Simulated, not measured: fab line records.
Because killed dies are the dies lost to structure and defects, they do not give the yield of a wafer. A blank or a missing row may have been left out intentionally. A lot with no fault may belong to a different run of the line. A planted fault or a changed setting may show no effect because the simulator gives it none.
Split-lot trial ; flow n5 finfet ; route with 1938 steps; 7 lots, 21 wafers read

== ON THE SPLIT ==
At N5_BEOL_M5_COAT_74 (time 60 s, resist thk 5 nm), the setting spin rpm was moved away from the recipe's 1500 rpm on 6 of the 21 wafers read, by -10.1% to +8.7%. For the rest of the wafers, this setting stayed at what the recipe calls for.

== FROM THE SPLIT TO THE READING: what the file shows between them, 4 steps ==
- N5_BEOL_M5_EXPOSE_25: exposes mask V4, defocus 10 nm (also split here: dose mj)
- N5_BEOL_M5_PEB_26: peb time 60 s
- N5_BEOL_M5_DEVELOP_27: develop time 30 s
- N5_BEOL_M5_DESCUM_33: chemistry O2, time 7 s

== THE READING ==
etch.depth nm (the simulator's own value, which no gauge read), in nm, at N5_BEOL_M5_ETCH_75 (etches underlayer in N2/H2, target depth 6.5 nm, time 5.2 s). No usual value for it is given in the file. Average 5.005 nm, standard deviation 0.015 nm, over the 15 wafers here run with the recipe.

wafer;tool, chamber at the split;spin rpm as run, rpm;against the recipe;etch.depth nm, nm;against lot-mates on the recipe
L080.1;litho track-02, 0;1630;+8.7%;4.788;-0.196
L080.2;litho track-02, 0;1630;+8.7%;4.772;-0.212
L080.3;litho track-02, 0;1500;recipe;4.984;-
L082.2;litho track-01, 0;1500;recipe;5.009;-
L082.3;litho track-01, 0;1500;recipe;5.024;-
L082.6;litho track-01, 0;1500;recipe;5.02;-
L085.4;litho track-01, 0;1500;recipe;5.023;-
L085.5;litho track-01, 0;1500;recipe;4.997;-
L085.6;litho track-01, 0;1500;recipe;5.003;-
L088.1;litho track-05, 0;1610;+7.3%;4.822;-0.193
L088.5;litho track-05, 0;1610;+7.3%;4.826;-0.189
L088.6;litho track-05, 0;1500;recipe;5.015;-
L094.1;litho track-01, 0;1500;recipe;5.028;-
L094.2;litho track-01, 0;1349;-10.1%;5.307;+0.279
L094.5;litho track-01, 0;1349;-10.1%;5.304;+0.276
L097.3;litho track-02, 0;1500;recipe;5.005;-
L097.4;litho track-02, 0;1500;recipe;5.003;-
L097.6;litho track-02, 0;1500;recipe;5.01;-
L096.3;litho track-02, 0;1500;recipe;4.997;-
L096.4;litho track-02, 0;1500;recipe;4.979;-
L096.5;litho track-02, 0;1500;recipe;4.978;-

FIT RESULTS
A straight line over all 21 wafers: etch.depth nm changes by -0.0275 nm for each +1% of spin rpm; r = -0.99; the points scatter about the line by 0.017 nm.
The same after taking each lot's own level away (the mean of its wafers on the recipe; 21 wafers): -0.026 nm for each +1%; r = -1.00; scatter 0.01 nm.
On that fit, the largest move of spin rpm shifts the reading by 0.26 nm.
The span of the lots' own levels, 4.9840 to 5.0280 nm, comes to 2.9 times the standard deviation stated above.
The two slopes are in agreement: the lot-to-lot level therefore moves the slope only a little.
Check: for one of the wafers moved furthest among these (-10.1%), held out of the fit, the line's prediction against its lot-mates is +0.259 nm. Against them it came out at +0.279 nm.

== ADDITIONAL SPLITS CARRIED BY THESE WAFERS ==
Note: prior to the reading, these wafers also went through further splits. Each is held against what the fit with the lots' levels taken away leaves over:
other split on the same wafers;wafers away from the commonest value;r with etch.depth nm (lot level and that fit taken away)
N5_BEOL_M3_EXPOSE_25 dose mj;5;-0.22
N5_BEOL_M3_TRENCH_ETCH_37 bias w;10;-0.40
N5_BEOL_M3_ETCH_41 target depth a;8;+0.26
N5_BEOL_M4_ETCH_70 source w;10;-0.07
N5_BEOL_M4_TRENCH_ETCH_37 time s;6;-0.07
N5_BEOL_M5_EXPOSE_25 dose mj;2;+0.25

== THE WHOLE CHAIN: every reading that the file lists as answering this split, in the file's order ==
step;what it does;reading;change (the file's fit);r (the file's)
N5_BEOL_M5_COAT_74;time 60 s, resist thk 5 nm;underlayer_of_BEOL_M5_COAT_74.thk nm (the simulator's own value, which no gauge read);-0.0314 nm for each +1% of the setting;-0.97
N5_BEOL_M5_ETCH_75;etches underlayer in N2/H2, target depth 6.5 nm, time 5.2 s;etch.depth nm (the simulator's own value, which no gauge read);-0.0259 nm for each +1% of the setting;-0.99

== THE FILE'S OWN FIT ==
etch.depth nm changes by -0.0259 nm for each +1% of spin rpm, r = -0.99.
